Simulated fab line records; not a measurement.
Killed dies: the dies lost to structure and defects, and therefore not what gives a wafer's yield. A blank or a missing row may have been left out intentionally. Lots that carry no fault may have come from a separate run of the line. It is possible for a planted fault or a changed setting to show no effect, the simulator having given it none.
Problem report, 8D (eight disciplines) form, completed by code    flow n5Finfet    the parts of the form that need people (team, actions taken, sign-off) are left out

1. THE ISSUE
ION_N at N5_BEOL_M4_RC_MEAS_101 reads a mean of 618 uA/um on 4 wafers of 2 lots; wafers without a fault read 675 uA/um with a standard deviation of 9.6. Measured from the usual mean, that is -6.0 standard deviations.
Earliest sighting: wafer L494.4 on prober-02 at day 12 10:00. The record holds 27 wafers of 9 lots with a number at this step. The rule behind "out" and "out of limits": a value lying over 4 standard deviations away from the usual mean. Any other wafer with a number is counted as sound.

2. WHAT IT IS AND WHAT IT IS NOT
question                     is                              is not
which readings at this step  ION_N                           DIBL_N, DIBL_P, IOFF_N, IOFF_P, SS_N, SS_P
which lots                   L494, L496                      L479, L480, L481, L485, L495, L497, L500
which wafers of those lots   L494.4, L494.5, L496.4, L496.5  L494.1, L496.1
read on which gauges         prober-01, prober-02            -
when                         from day 12 10:00               up to then (13 sound wafers); but 10 sound wafers of L495, L496, L497, L500 came after

3. WHAT RULES OUT EACH SUSPECT
Counting: if a tool at a process step up to the reading ran every lot that is out, it stays a suspect. Sound lots after the first of them don't rule it out here, since some wafers of a struck lot are sound.
- ruled out: the gauge at N5_BEOL_M4_RC_MEAS_101. Those wafers that are out were read across 2 gauges (prober-01, prober-02).
- rieDiel-01 at N5_HKMG_FIN_ETCH_35 (etches SOC in N2/H2, target depth 215.8 nm, time 243.4 s): kept. Ran every lot that is out, first one L494 (day 8 03:10); last sound lot up to then L481 (day 5 08:06). On those wafers its own readings are out: runLengthS.
- rieDiel-01 at N5_HKMG_FIN_ETCH_86 (etches SOC in N2/H2, stops on TiN, target depth 393.2 nm): kept. Ran every lot that is out, first one L494 (day 8 04:14); last sound lot up to then L480 (day 4 18:07).
The count leaves rieDiel-01 at N5_HKMG_FIN_ETCH_86 and rieDiel-01 at N5_HKMG_FIN_ETCH_35.

4. THE CAUSE (what the simulator had put in)
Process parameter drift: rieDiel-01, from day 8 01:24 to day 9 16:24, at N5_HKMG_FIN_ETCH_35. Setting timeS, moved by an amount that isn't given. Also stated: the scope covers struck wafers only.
2 suspects survive the count, and this tool is in that group.

5. SEQUENCE OF EFFECTS, ordered by route
Each row: a reading where the mean over the struck wafers with a number is more than 3 standard deviations away from the usual. Scope: only readings with a usual standard deviation given in the record; hours: median across lots of the time from each lot's start at the first step in this table that gives one to its start at this step; sigmas: change in usual standard deviations.
hours  step                     reading       usual      on struck wafers  change  sigmas
0      N5_HKMG_FIN_ETCH_35      runLengthS    266.7 s    210.6             -56.1   -95
108    N5_BEOL_M4_RC_MEAS_101   ION_N         675 uA/um  618               -57     -6.0
214    N5_PASSIVATION_PROBE_49  sortNPass     1075       552               -523    -33
214    N5_PASSIVATION_PROBE_49  sortYieldPct  91.1 %     46.8              -44.3   -32
It contains these process steps:
- N5_HKMG_FIN_ETCH_35: etches SOC in N2/H2, target depth 215.8 nm, time 243.4 s.
- N5_PASSIVATION_PROBE_49

6. HOW IT WOULD HAVE BEEN CAUGHT EARLIER
In this record the first reading out of limits at a measuring or inspecting step was taken at day 12 10:00, 105 hours after the fault began at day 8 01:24.
The tool's own readings at N5_HKMG_FIN_ETCH_35 were out on every struck wafer that the step has a row for (runLengthS): an alarm limit on them would have fired on the first of those.
By day 12 10:00, every lot that is out (2) had started N5_HKMG_FIN_ETCH_35 on rieDiel-01. Had the tool been put on hold then, not one of them would have been saved.
